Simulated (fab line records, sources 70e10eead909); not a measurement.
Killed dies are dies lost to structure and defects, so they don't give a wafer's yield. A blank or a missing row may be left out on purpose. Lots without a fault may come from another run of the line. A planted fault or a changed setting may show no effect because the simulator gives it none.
Which tool did it? | flow nand_harc | 21 lots, 63 wafers sampled, at 6 steps of a route of 1302

WHAT THE GAUGES READ, wafer by wafer
NHARC_A_SLIT_CD_MEAS_09: target cd 300 nm.
lot  | measured     | on        | cd_nm (nm)
L074 | day 18 18:46 | cd_sem-02 | 299.8 300.0 299.7
L075 | day 19 00:42 | cd_sem-02 | 300.5 300.0 299.4
L076 | day 20 00:43 | cd_sem-01 | 300.0 299.8 299.6
L078 | day 19 23:43 | cd_sem-02 | 301.0 301.2 300.2
L079 | day 21 01:35 | cd_sem-01 | 300.0 299.8 298.9
L080 | day 21 05:22 | cd_sem-01 | 300.1 300.4 300.5
L077 | day 21 01:46 | cd_sem-01 | 300.7 300.3 299.2
L081 | day 22 07:29 | cd_sem-02 | 299.7 299.1 300.2
L082 | day 22 14:35 | cd_sem-03 | 300.6 299.9 299.7
L085 | day 23 01:19 | cd_sem-01 | 300.2 300.0 300.2
L084 | day 23 01:05 | cd_sem-02 | 300.4 299.6 300.7
L087 | day 23 23:46 | cd_sem-01 | 300.8 299.4 299.8
L088 | day 24 08:37 | cd_sem-01 | 299.4 299.7 299.4
L089 | day 24 08:27 | cd_sem-01 | 299.4 299.7 299.4
L090 | day 24 20:12 | cd_sem-03 | 300.0 299.8 299.1
L092 | day 26 04:19 | cd_sem-01 | 300.1 299.3 299.6
L091 | day 26 04:40 | cd_sem-02 | 300.1 300.0 300.4
L094 | day 27 09:59 | cd_sem-02 | 299.9 299.1 298.8
L093 | day 27 09:31 | cd_sem-03 | 301.3 299.8 300.3
L095 | day 27 21:28 | cd_sem-02 | 300.1 300.5 300.0
L097 | day 28 03:37 | cd_sem-03 | 301.1 300.4 300.7

WHICH TOOL RAN EACH LOT (tool, then ch and the chambers of the sampled wafers, then the start)
lot  | NHARC_A_STAIRCASE_ETCH_453                    | NHARC_A_STAIRCASE_STRIP_476        | NHARC_A_STAIRCASE_DEP_322       | NHARC_A_SGD_CUT_DESCUM_14          | NHARC_A_SGD_CUT_STRIP_17
L074 | rie_diel-08 ch 0,1, day 16 05:48 or earlier   | rie_diel-08 ch 1,2, day 16 05:48   | pecvd-01 ch 1,2, day 17 02:29   | rie_diel-09 ch 1,2,3, day 18 04:07 | rie_diel-09 ch 2,3, day 18 18:46 or earlier
L075 | rie_diel-07 ch 1,2, day 16 09:34 or earlier   | rie_diel-07 ch 2,3, day 16 09:34   | pecvd-01 ch 0,2, day 17 08:23   | rie_diel-12 ch 1,2,3, day 18 11:49 | rie_diel-12 ch 0,1, day 19 00:42 or earlier
L076 | rie_diel-07 ch 0,3, day 17 16:37 or earlier   | rie_diel-01 ch 0,1,2, day 17 16:37 | pecvd-02 ch 0,1,2, day 18 10:55 | rie_diel-04 ch 0,1,3, day 19 10:32 | rie_diel-04 ch 2,3, day 20 00:43 or earlier
L078 | rie_diel-07 ch 1,2, day 17 18:39 or earlier   | rie_diel-01 ch 0,2,3, day 17 18:39 | pecvd-04 ch 1,2, day 18 11:02   | rie_diel-12 ch 0,1,2, day 19 10:49 | rie_diel-12 ch 0,1,3, day 19 23:43 or earlier
L079 | rie_diel-01 ch 0,2, day 18 09:54 or earlier   | rie_diel-01 ch 0,2,3, day 18 09:54 | pecvd-04 ch 0,2, day 19 08:58   | rie_diel-04 ch 1,3, day 20 11:03   | rie_diel-04 ch 2,3, day 21 01:35 or earlier
L080 | rie_diel-08 ch 0,2,3, day 18 20:39 or earlier | rie_diel-07 ch 1,2,3, day 18 20:39 | pecvd-02 ch 1,2, day 19 15:30   | rie_diel-09 ch 0,2, day 20 16:50   | rie_diel-04 ch 1,2,3, day 20 17:39
L077 | rie_diel-01 ch 0,1,3, day 18 21:26 or earlier | rie_diel-01 ch 1,2, day 18 21:26   | pecvd-01 ch 1,2, day 19 15:30   | rie_diel-12 ch 0,2,3, day 20 16:29 | rie_diel-12 ch 1,3, day 21 01:46 or earlier
L081 | rie_diel-08 ch 1,2,3, day 19 21:03 or earlier | rie_diel-01 ch 0,1,2, day 19 21:03 | pecvd-04 ch 0,2, day 20 19:22   | rie_diel-09 ch 0,3, day 21 19:49   | rie_diel-09 ch 1,2, day 22 07:29 or earlier
L082 | rie_diel-08 ch 1,2,3, day 20 05:08 or earlier | rie_diel-08 ch 0,1,3, day 20 05:08 | pecvd-04 ch 0,1, day 21 00:15   | rie_diel-04 ch 0,1,2, day 22 03:41 | rie_diel-09 ch 1,2,3, day 22 14:35 or earlier
L085 | rie_diel-07 ch 2,3, day 20 17:58 or earlier   | rie_diel-07 ch 0,2, day 20 17:58   | pecvd-04 ch 0,2, day 21 14:02   | rie_diel-04 ch 0,2,3, day 22 13:41 | rie_diel-04 ch 0,1,2, day 23 01:19 or earlier
L084 | rie_diel-01 ch 0,1,3, day 20 18:06 or earlier | rie_diel-01 ch 0,2,3, day 20 18:06 | pecvd-01 ch 0,1,2, day 21 13:56 | rie_diel-04 ch 0,2,3, day 22 14:57 | rie_diel-04 ch 0,1,2, day 23 01:05 or earlier
L087 | rie_diel-08 ch 0,1,3, day 21 11:45 or earlier | rie_diel-01 ch 0,1,3, day 21 11:45 | pecvd-01 ch 0,1,2, day 22 06:26 | rie_diel-04 ch 1,2,3, day 23 08:29 | rie_diel-04 ch 1,2,3, day 23 23:46 or earlier
L088 | rie_diel-01 ch 0,1,3, day 21 21:57 or earlier | rie_diel-08 ch 1,3, day 21 21:57   | pecvd-01 ch 0,1, day 22 18:50   | rie_diel-04 ch 0,1,3, day 23 21:19 | rie_diel-04 ch 0,3, day 24 08:37 or earlier
L089 | rie_diel-08 ch 0,2, day 22 01:44 or earlier   | rie_diel-07 ch 2,3, day 22 01:44   | pecvd-02 ch 0,2, day 22 18:55   | rie_diel-12 ch 0,2,3, day 23 20:43 | rie_diel-12 ch 0,1, day 24 08:27 or earlier
L090 | rie_diel-08 ch 1,2,3, day 22 10:55 or earlier | rie_diel-08 ch 0,1, day 22 10:55   | pecvd-01 ch 1,2, day 23 05:23   | rie_diel-09 ch 0,1, day 24 05:34   | rie_diel-09 ch 2,3, day 24 20:12 or earlier
L092 | rie_diel-08 ch 1,2,3, day 23 08:03 or earlier | rie_diel-07 ch 1,2,3, day 23 08:03 | pecvd-02 ch 0,1,2, day 24 09:34 | rie_diel-12 ch 0,1, day 25 11:25   | rie_diel-12 ch 0,1,3, day 26 04:19 or earlier
L091 | rie_diel-07 ch 1,2,3, day 23 18:53 or earlier | rie_diel-01 ch 0,1, day 23 18:53   | pecvd-01 ch 0,1,2, day 24 13:10 | rie_diel-09 ch 1,2, day 25 12:01   | rie_diel-09 ch 0,1, day 26 04:40 or earlier
L094 | rie_diel-01 ch 1,2, day 24 19:17 or earlier   | rie_diel-07 ch 0,1, day 24 19:17   | pecvd-01 ch 0,1,2, day 25 19:26 | rie_diel-12 ch 2,3, day 26 22:38   | rie_diel-12 ch 0,2,3, day 27 09:59 or earlier
L093 | rie_diel-01 ch 1,2,3, day 24 23:26 or earlier | rie_diel-08 ch 0,2,3, day 24 23:26 | pecvd-02 ch 0,1, day 25 19:11   | rie_diel-04 ch 0,1,3, day 26 22:19 | rie_diel-04 ch 0,2,3, day 27 09:31 or earlier
L095 | rie_diel-08 ch 0,1,2, day 25 09:27 or earlier | rie_diel-07 ch 0,1,3, day 25 09:27 | pecvd-02 ch 0,2, day 26 06:45   | rie_diel-09 ch 1,3, day 27 06:55   | rie_diel-09 ch 0,1,3, day 27 21:28 or earlier
L097 | rie_diel-08 ch 0,1,3, day 25 18:55 or earlier | rie_diel-01 ch 0,1,2, day 25 18:55 | pecvd-01 ch 0,1,2, day 26 15:32 | rie_diel-12 ch 0,1,2, day 27 16:12 | rie_diel-12 ch 1,2,3, day 28 03:37 or earlier
- NHARC_A_STAIRCASE_ETCH_453: etches the open film in CF4/O2, target depth 30 nm, overetch 3 nm, time 16.5 s.
- NHARC_A_STAIRCASE_STRIP_476: strips in O2, time 20 s.
- NHARC_A_STAIRCASE_DEP_322: deposits SiO2, target thk 7200 nm.
- NHARC_A_SGD_CUT_DESCUM_14: chemistry O2, time 3 s.
- NHARC_A_SGD_CUT_STRIP_17: strips in O2.

WHAT THE TOOLS THEMSELVES READ (means of the sampled wafers that have a number; where no wafer has one, the mark that the record gives instead)
NHARC_A_STAIRCASE_ETCH_453.
lot  | tool        | chamber_pressure_mTorr (mTorr) | drypump_motor_current_A (A) | oes_o_777_au (a.u.) | oes_product_au (a.u.) | rf_vpp_V (V) | showerhead_plenum_p_Torr (Torr) | throttle_valve_pct (%)
L074 | rie_diel-08 | 29.989                         | 5.4                         | 0.999               | 1.006                 | 196.7        | 1.32                            | 13.398
L075 | rie_diel-07 | 30.008                         | 5.8                         | 1.000               | 1.013                 | 198.4        | 1.42                            | 13.389
L076 | rie_diel-07 | 30.017                         | 4.7                         | 0.997               | 0.996                 | 197.6        | 1.35                            | 13.402
L078 | rie_diel-07 | 29.984                         | 6.0                         | 0.997               | 1.019                 | 199.6        | 1.40                            | 13.394
L079 | rie_diel-01 | 29.995                         | 5.6                         | 1.001               | 0.997                 | 198.5        | 1.37                            | 13.394
L080 | rie_diel-08 | 30.023                         | 5.6                         | 1.001               | 1.000                 | 197.4        | 1.30                            | 13.404
L077 | rie_diel-01 | 29.988                         | 5.4                         | 1.002               | 0.994                 | 197.3        | 1.31                            | 13.394
L081 | rie_diel-08 | 29.982                         | 5.8                         | 1.001               | 1.003                 | 196.2        | 1.28                            | 13.400
L082 | rie_diel-08 | 29.998                         | 5.8                         | 0.994               | 0.996                 | 196.3        | 1.28                            | 13.401
L085 | rie_diel-07 | 30.008                         | 5.2                         | 0.999               | 1.000                 | 196.2        | 1.31                            | 13.395
L084 | rie_diel-01 | 30.005                         | 5.4                         | 1.002               | 1.004                 | 198.0        | 1.31                            | 13.395
L087 | rie_diel-08 | 29.997                         | 5.5                         | 1.001               | 0.999                 | 197.4        | 1.31                            | 13.393
L088 | rie_diel-01 | 29.995                         | 5.4                         | 1.003               | 1.006                 | 196.8        | 1.30                            | 13.400
L089 | rie_diel-08 | 30.001                         | 5.3                         | 0.995               | 0.999                 | 197.3        | 1.32                            | 13.399
L090 | rie_diel-08 | 29.982                         | 5.8                         | 1.005               | 0.999                 | 197.1        | 1.28                            | 13.403
L092 | rie_diel-08 | 30.009                         | 5.8                         | 1.004               | 0.999                 | 195.9        | 1.28                            | 13.404
L091 | rie_diel-07 | 30.003                         | 5.5                         | 0.997               | 0.992                 | 198.3        | 1.35                            | 13.392
L094 | rie_diel-01 | 29.983                         | 5.9                         | 1.001               | 1.015                 | 199.5        | 1.41                            | 13.394
L093 | rie_diel-01 | 30.015                         | 5.7                         | 0.996               | 1.008                 | 199.3        | 1.40                            | 13.393
L095 | rie_diel-08 | 29.985                         | 5.6                         | 1.001               | 0.994                 | 197.5        | 1.30                            | 13.393
L097 | rie_diel-08 | 29.990                         | 5.5                         | 0.999               | 0.996                 | 197.0        | 1.30                            | 13.402

NHARC_A_STAIRCASE_STRIP_476.
lot  | tool        | chamber_pressure_mTorr (mTorr) | drypump_motor_current_A (A) | oes_product_au (a.u.) | rf_vpp_V (V) | showerhead_plenum_p_Torr (Torr) | throttle_valve_pct (%)
L074 | rie_diel-08 | 59.97                          | 6.0                         | 0.992                 | 57.1         | 3.39                            | 17.032
L075 | rie_diel-07 | 60.04                          | 5.2                         | 1.010                 | 58.7         | 3.48                            | 17.036
L076 | rie_diel-01 | 60.02                          | 5.5                         | 1.005                 | 57.3         | 3.49                            | 17.044
L078 | rie_diel-01 | 59.95                          | 5.4                         | 1.004                 | 58.0         | 3.61                            | 17.030
L079 | rie_diel-01 | 59.98                          | 5.4                         | 0.995                 | 57.8         | 3.60                            | 17.036
L080 | rie_diel-07 | 60.01                          | 5.5                         | 1.014                 | 58.8         | 3.60                            | 17.041
L077 | rie_diel-01 | 59.93                          | 5.9                         | 0.995                 | 58.0         | 3.56                            | 17.036
L081 | rie_diel-01 | 59.98                          | 5.5                         | 1.000                 | 57.3         | 3.48                            | 17.033
L082 | rie_diel-08 | 60.05                          | 5.5                         | 1.007                 | 58.2         | 3.46                            | 17.031
L085 | rie_diel-07 | 59.96                          | 5.2                         | 0.986                 | 58.3         | 3.62                            | 17.038
L084 | rie_diel-01 | 59.99                          | 5.4                         | 1.008                 | 57.6         | 3.59                            | 17.042
L087 | rie_diel-01 | 60.02                          | 5.4                         | 1.007                 | 57.9         | 3.45                            | 17.044
L088 | rie_diel-08 | 59.97                          | 5.7                         | 1.007                 | 57.9         | 3.39                            | 17.042
L089 | rie_diel-07 | 60.03                          | 5.6                         | 0.990                 | 56.8         | 3.54                            | 17.033
L090 | rie_diel-08 | 59.96                          | 5.4                         | 0.998                 | 58.1         | 3.46                            | 17.031
L092 | rie_diel-07 | 59.97                          | 5.5                         | 1.000                 | 58.1         | 3.58                            | 17.036
L091 | rie_diel-01 | 59.99                          | 5.2                         | 1.008                 | 56.7         | 3.56                            | 17.037
L094 | rie_diel-07 | 60.00                          | 5.1                         | 0.991                 | 58.4         | 3.66                            | 17.042
L093 | rie_diel-08 | 60.01                          | 5.6                         | 1.007                 | 57.9         | 3.42                            | 17.043
L095 | rie_diel-07 | 59.98                          | 5.1                         | 0.998                 | 57.6         | 3.57                            | 17.034
L097 | rie_diel-01 | 60.02                          | 5.5                         | 1.018                 | 58.8         | 3.63                            | 17.039

NHARC_A_STAIRCASE_DEP_322.
lot  | tool     | heater_power_w (W)
L074 | pecvd-01 | 658
L075 | pecvd-01 | 670
L076 | pecvd-02 | 663
L078 | pecvd-04 | 573
L079 | pecvd-04 | 660
L080 | pecvd-02 | 614
L077 | pecvd-01 | 602
L081 | pecvd-04 | 629
L082 | pecvd-04 | 588
L085 | pecvd-04 | 672
L084 | pecvd-01 | 639
L087 | pecvd-01 | 690
L088 | pecvd-01 | 632
L089 | pecvd-02 | 703
L090 | pecvd-01 | 613
L092 | pecvd-02 | 636
L091 | pecvd-01 | 619
L094 | pecvd-01 | 610
L093 | pecvd-02 | 696
L095 | pecvd-02 | 693
L097 | pecvd-01 | 678

NHARC_A_SGD_CUT_DESCUM_14.
lot  | tool        | chamber_pressure_mTorr (mTorr) | drypump_motor_current_A (A) | oes_product_au (a.u.) | rf_vpp_V (V) | showerhead_plenum_p_Torr (Torr) | throttle_valve_pct (%)
L074 | rie_diel-09 | 60.01                          | 6.3                         | 1.004                 | 58.3         | 1.98                            | 11.307
L075 | rie_diel-12 | 60.01                          | 5.7                         | 0.995                 | 58.8         | 2.01                            | 11.312
L076 | rie_diel-04 | 59.95                          | 5.3                         | 0.997                 | 57.6         | 1.87                            | 11.316
L078 | rie_diel-12 | 60.03                          | 5.6                         | 0.987                 | 58.1         | 1.97                            | 11.315
L079 | rie_diel-04 | 59.98                          | 5.5                         | 0.994                 | 56.8         | 1.85                            | 11.323
L080 | rie_diel-09 | 59.98                          | 5.9                         | 0.995                 | 58.3         | 2.00                            | 11.315
L077 | rie_diel-12 | 60.04                          | 5.8                         | 0.984                 | 58.6         | 1.97                            | 11.316
L081 | rie_diel-09 | 60.01                          | 6.3                         | 1.000                 | 57.7         | 1.93                            | 11.309
L082 | rie_diel-04 | 59.99                          | 5.6                         | 1.010                 | 57.8         | 1.87                            | 11.319
L085 | rie_diel-04 | 59.93                          | 5.2                         | 0.990                 | 57.6         | 1.86                            | 11.311
L084 | rie_diel-04 | 60.05                          | 5.3                         | 1.001                 | 56.9         | 1.86                            | 11.311
L087 | rie_diel-04 | 59.97                          | 5.5                         | 0.992                 | 56.9         | 1.84                            | 11.312
L088 | rie_diel-04 | 59.97                          | 5.3                         | 1.002                 | 58.0         | 1.87                            | 11.312
L089 | rie_diel-12 | 60.00                          | 5.8                         | 0.994                 | 58.3         | 1.97                            | 11.323
L090 | rie_diel-09 | 60.02                          | 6.1                         | 0.985                 | 58.1         | 1.98                            | 11.317
L092 | rie_diel-12 | 59.99                          | 5.5                         | 1.004                 | 58.1         | 1.96                            | 11.305
L091 | rie_diel-09 | 60.02                          | 5.9                         | 0.983                 | 58.8         | 2.02                            | 11.309
L094 | rie_diel-12 | 59.95                          | 5.9                         | 0.997                 | 57.8         | 2.01                            | 11.300
L093 | rie_diel-04 | 60.03                          | 5.3                         | 0.987                 | 57.8         | 1.86                            | 11.331
L095 | rie_diel-09 | 60.05                          | 6.4                         | 0.980                 | 58.5         | 1.96                            | 11.314
L097 | rie_diel-12 | 59.98                          | 5.6                         | 0.999                 | 58.0         | 1.97                            | 11.309

NHARC_A_SGD_CUT_STRIP_17.
lot  | tool        | chamber_pressure_mTorr (mTorr) | drypump_motor_current_A (A) | oes_product_au (a.u.) | rf_vpp_V (V) | showerhead_plenum_p_Torr (Torr) | throttle_valve_pct (%)
L074 | rie_diel-09 | 59.99                          | 6.5                         | 1.001                 | 58.2         | 3.58                            | 17.031
L075 | rie_diel-12 | 60.00                          | 5.5                         | 0.998                 | 57.7         | 3.62                            | 17.031
L076 | rie_diel-04 | 60.01                          | 5.5                         | 1.003                 | 57.5         | 3.38                            | 17.031
L078 | rie_diel-12 | 60.00                          | 5.7                         | 0.999                 | 57.6         | 3.62                            | 17.046
L079 | rie_diel-04 | 60.02                          | 5.1                         | 1.001                 | 58.2         | 3.39                            | 17.034
L080 | rie_diel-04 | 60.08                          | 5.5                         | 1.000                 | 57.7         | 3.39                            | 17.042
L077 | rie_diel-12 | 60.00                          | 5.8                         | 0.990                 | 58.1         | 3.69                            | 17.032
L081 | rie_diel-09 | 60.01                          | 6.0                         | 0.981                 | 58.2         | 3.70                            | 17.039
L082 | rie_diel-09 | 60.04                          | 6.3                         | 0.987                 | 57.7         | 3.63                            | 17.031
L085 | rie_diel-04 | 60.07                          | 5.6                         | 0.999                 | 57.8         | 3.44                            | 17.030
L084 | rie_diel-04 | 60.03                          | 5.7                         | 0.994                 | 57.6         | 3.44                            | 17.032
L087 | rie_diel-04 | 60.02                          | 5.5                         | 1.002                 | 58.1         | 3.39                            | 17.038
L088 | rie_diel-04 | 60.01                          | 5.1                         | 1.006                 | 57.6         | 3.50                            | 17.044
L089 | rie_diel-12 | 60.01                          | 5.6                         | 1.001                 | 57.2         | 3.54                            | 17.040
L090 | rie_diel-09 | 60.02                          | 6.5                         | 0.995                 | 57.5         | 3.57                            | 17.026
L092 | rie_diel-12 | 59.96                          | 5.7                         | 0.992                 | 59.0         | 3.61                            | 17.039
L091 | rie_diel-09 | 59.99                          | 6.1                         | 0.989                 | 57.9         | 3.64                            | 17.031
L094 | rie_diel-12 | 60.01                          | 5.8                         | 0.984                 | 57.3         | 3.62                            | 17.043
L093 | rie_diel-04 | 60.04                          | 5.2                         | 0.995                 | 57.5         | 3.43                            | 17.038
L095 | rie_diel-09 | 60.06                          | 6.4                         | 0.982                 | 58.2         | 3.58                            | 17.035
L097 | rie_diel-12 | 59.96                          | 5.7                         | 0.985                 | 58.2         | 3.69                            | 17.033

THE ANSWER, worked out from the rows above alone
Rule: what is usual is taken from the lots themselves. Put in order of their means at a reading, lots are off if they are a third of the lots or fewer, leave a main group of 4 or more, and stand apart from it by a gap of 3 or more times the standard deviation of the main group's means; of several such gaps the widest counts. A main group whose means are all the same, to the digits that the tables above print for the reading, isn't used. A lot without any number at a reading at which 4 lots or more have one is off too. The other lots that the step has rows for count as sound. The gauges are gone through in route order, then the tools' own readings, and for those a lot's mean is taken as printed above. The first step at which some lot is off is used, and at that step the reading that is off furthest; a lot without a number counts as furthest.
No lot is off at any reading shown: from this, nothing can be told.

WHAT THE SIMULATOR HAD PUT IN
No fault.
